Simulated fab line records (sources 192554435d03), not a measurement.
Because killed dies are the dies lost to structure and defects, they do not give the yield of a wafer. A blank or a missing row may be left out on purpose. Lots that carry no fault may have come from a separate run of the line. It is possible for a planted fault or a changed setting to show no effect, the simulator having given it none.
Which tool did it? / flow n5 finfet / 33 wafers from 11 lots sampled at 3 of the route's 1938 steps

== WHAT THE GAUGES READ, wafer by wafer ==
N5_BEOL_M10_INSPECT_58: inspects for defects (darkfield).
lot=L984; measured=day 11 01:03; on=defect inspect-02; raw defect count=45 55 42
lot=L987; measured=day 11 18:35; on=defect inspect-01; raw defect count=99 103 83
lot=L988; measured=day 12 04:38; on=defect inspect-02; raw defect count=130 94 94
lot=L992; measured=day 12 19:53; on=defect inspect-01; raw defect count=69 89 77
lot=L990; measured=day 13 02:16; on=defect inspect-02; raw defect count=97 52 122
lot=L991; measured=day 13 02:45; on=defect inspect-01; raw defect count=104 37 64
lot=L993; measured=day 13 11:47; on=defect inspect-01; raw defect count=52 69 57
lot=L994; measured=day 13 22:44; on=defect inspect-01; raw defect count=51 75 47
lot=L995; measured=day 14 05:31; on=defect inspect-01; raw defect count=74 53 54
lot=L100; measured=day 15 05:31; on=defect inspect-01; raw defect count=82 84 122
lot=L103; measured=day 16 04:32; on=defect inspect-01; raw defect count=59 85 55

== WHICH TOOL RAN EACH LOT (tool, then ch and the chambers of the sampled wafers, then the start) ==
lot=L984; N5_BEOL_M10_CURE_72=uv cure-03 ch 0, day 10 22:28; N5_BEOL_M10_CMP_52=cmp-03 ch 0,1,2, day 11 00:42
lot=L987; N5_BEOL_M10_CURE_72=uv cure-01 ch 1, day 11 16:13; N5_BEOL_M10_CMP_52=cmp-04 ch 1,2,3, day 11 18:08
lot=L988; N5_BEOL_M10_CURE_72=uv cure-02 ch 1, day 12 00:56; N5_BEOL_M10_CMP_52=cmp-02 ch 2,3, day 12 04:13
lot=L992; N5_BEOL_M10_CURE_72=uv cure-03 ch 1, day 12 16:28; N5_BEOL_M10_CMP_52=cmp-04 ch 1,3, day 12 19:28
lot=L990; N5_BEOL_M10_CURE_72=uv cure-03 ch 0, day 13 00:22; N5_BEOL_M10_CMP_52=cmp-03 ch 1,2, day 13 01:49
lot=L991; N5_BEOL_M10_CURE_72=uv cure-02 ch 0, day 13 00:26; N5_BEOL_M10_CMP_52=cmp-04 ch 0,1,3, day 13 02:20
lot=L993; N5_BEOL_M10_CURE_72=uv cure-03 ch 0, day 13 09:20; N5_BEOL_M10_CMP_52=cmp-02 ch 0,1,3, day 13 11:20
lot=L994; N5_BEOL_M10_CURE_72=uv cure-01 ch 1, day 13 19:04; N5_BEOL_M10_CMP_52=cmp-03 ch 1,2,3, day 13 22:16
lot=L995; N5_BEOL_M10_CURE_72=uv cure-03 ch 2, day 14 02:38; N5_BEOL_M10_CMP_52=cmp-02 ch 0,1,3, day 14 05:11
lot=L100; N5_BEOL_M10_CURE_72=uv cure-01 ch 1, day 15 02:41; N5_BEOL_M10_CMP_52=cmp-04 ch 0,1,2, day 15 05:06
lot=L103; N5_BEOL_M10_CURE_72=uv cure-03 ch 0, day 16 00:32; N5_BEOL_M10_CMP_52=cmp-03 ch 0,1,3, day 16 04:05
- N5_BEOL_M10_CURE_72: cures SiCOH lowk, time 120 s.
- N5_BEOL_M10_CMP_52: polishes, stops on SiCOH lowk, t overpolish 7 s, target thk 140 nm.

== WHAT THE TOOLS THEMSELVES READ (means of the sampled wafers that have a number; where no wafer has one, the mark that the record gives instead) ==
N5_BEOL_M10_CURE_72.
lot=L984; tool=uv cure-03; lamp power pct (%)=52.31; wafer_temp_C_max=371.5
lot=L987; tool=uv cure-01; lamp power pct (%)=52.30; wafer_temp_C_max=372.4
lot=L988; tool=uv cure-02; lamp power pct (%)=52.27; wafer_temp_C_max=372.2
lot=L992; tool=uv cure-03; lamp power pct (%)=52.32; wafer_temp_C_max=372.5
lot=L990; tool=uv cure-03; lamp power pct (%)=52.31; wafer_temp_C_max=371.8
lot=L991; tool=uv cure-02; lamp power pct (%)=52.31; wafer_temp_C_max=371.2
lot=L993; tool=uv cure-03; lamp power pct (%)=52.33; wafer_temp_C_max=371.3
lot=L994; tool=uv cure-01; lamp power pct (%)=52.31; wafer_temp_C_max=372.2
lot=L995; tool=uv cure-03; lamp power pct (%)=52.27; wafer_temp_C_max=371.3
lot=L100; tool=uv cure-01; lamp power pct (%)=52.34; wafer_temp_C_max=372.5
lot=L103; tool=uv cure-03; lamp power pct (%)=52.37; wafer_temp_C_max=371.6

N5_BEOL_M10_CMP_52.
lot=L984; tool=cmp-03; barrier field endpoint s (s)=30.1; clearing platen down force psi (psi)=1.503; motor current A (A)=5.9; overpolish run s (s)=6.997; platen rpm (rpm)=50.04; slurry flow ml min=150.0; time to endpoint s (s)=71
lot=L987; tool=cmp-04; barrier field endpoint s (s)=29.5; clearing platen down force psi (psi)=1.499; motor current A (A)=5.9; overpolish run s (s)=6.989; platen rpm (rpm)=50.00; slurry flow ml min=150.1; time to endpoint s (s)=66
lot=L988; tool=cmp-02; barrier field endpoint s (s)=29.5; clearing platen down force psi (psi)=1.502; motor current A (A)=5.2; overpolish run s (s)=6.997; platen rpm (rpm)=49.97; slurry flow ml min=150.3; time to endpoint s (s)=70
lot=L992; tool=cmp-04; barrier field endpoint s (s)=29.4; clearing platen down force psi (psi)=1.500; motor current A (A)=6.1; overpolish run s (s)=6.997; platen rpm (rpm)=50.04; slurry flow ml min=150.0; time to endpoint s (s)=64
lot=L990; tool=cmp-03; barrier field endpoint s (s)=29.3; clearing platen down force psi (psi)=1.499; motor current A (A)=5.7; overpolish run s (s)=7.001; platen rpm (rpm)=49.98; slurry flow ml min=149.9; time to endpoint s (s)=68
lot=L991; tool=cmp-04; barrier field endpoint s (s)=27.8; clearing platen down force psi (psi)=1.500; motor current A (A)=5.9; overpolish run s (s)=7.006; platen rpm (rpm)=50.02; slurry flow ml min=150.0; time to endpoint s (s)=62
lot=L993; tool=cmp-02; barrier field endpoint s (s)=30.2; clearing platen down force psi (psi)=1.500; motor current A (A)=5.3; overpolish run s (s)=6.997; platen rpm (rpm)=49.97; slurry flow ml min=150.3; time to endpoint s (s)=71
lot=L994; tool=cmp-03; barrier field endpoint s (s)=29.3; clearing platen down force psi (psi)=1.500; motor current A (A)=6.4; overpolish run s (s)=7.008; platen rpm (rpm)=49.99; slurry flow ml min=150.2; time to endpoint s (s)=65
lot=L995; tool=cmp-02; barrier field endpoint s (s)=29.1; clearing platen down force psi (psi)=1.501; motor current A (A)=5.6; overpolish run s (s)=6.999; platen rpm (rpm)=50.01; slurry flow ml min=150.0; time to endpoint s (s)=69
lot=L100; tool=cmp-04; barrier field endpoint s (s)=28.1; clearing platen down force psi (psi)=1.500; motor current A (A)=6.1; overpolish run s (s)=7.004; platen rpm (rpm)=50.68; slurry flow ml min=150.1; time to endpoint s (s)=63
lot=L103; tool=cmp-03; barrier field endpoint s (s)=28.7; clearing platen down force psi (psi)=1.498; motor current A (A)=6.2; overpolish run s (s)=7.009; platen rpm (rpm)=49.99; slurry flow ml min=149.8; time to endpoint s (s)=65

== THE ANSWER, worked out from the rows above alone ==
Rule: usual is defined by the lots themselves. The widest of any qualifying gaps counts: lots, ordered by their means at a reading, are off when they make up no more than a third of the lots, leave a main group of 4 or more, and stand apart from it by 3 or more times the standard deviation of that group's means. A main group whose means are all the same, to the digits that the tables above print for the reading, isn't used. Also off: a lot with no number at a reading for which 4 or more lots have one. All remaining lots with rows at the step are treated as sound. The gauges are gone through in route order, then the tools' own readings, and for those a lot's mean is taken as printed above. The first step at which some lot is off is used, and at that step the reading that is off furthest; a lot without a number counts as furthest.
Off: L100 (N5_BEOL_M10_CMP_52, platen rpm). The main group has a mean of 50.00 rpm with a standard deviation of 0.025.
A tool fits if, at that step or a process step before it, it ran every lot that is off, and no sound lot after the first of them. Can't be told from this: 2 tools fit, uv cure-01 at N5_BEOL_M10_CURE_72, cmp-04 at N5_BEOL_M10_CMP_52.

== WHAT HAD BEEN PUT IN BY THE SIMULATOR ==
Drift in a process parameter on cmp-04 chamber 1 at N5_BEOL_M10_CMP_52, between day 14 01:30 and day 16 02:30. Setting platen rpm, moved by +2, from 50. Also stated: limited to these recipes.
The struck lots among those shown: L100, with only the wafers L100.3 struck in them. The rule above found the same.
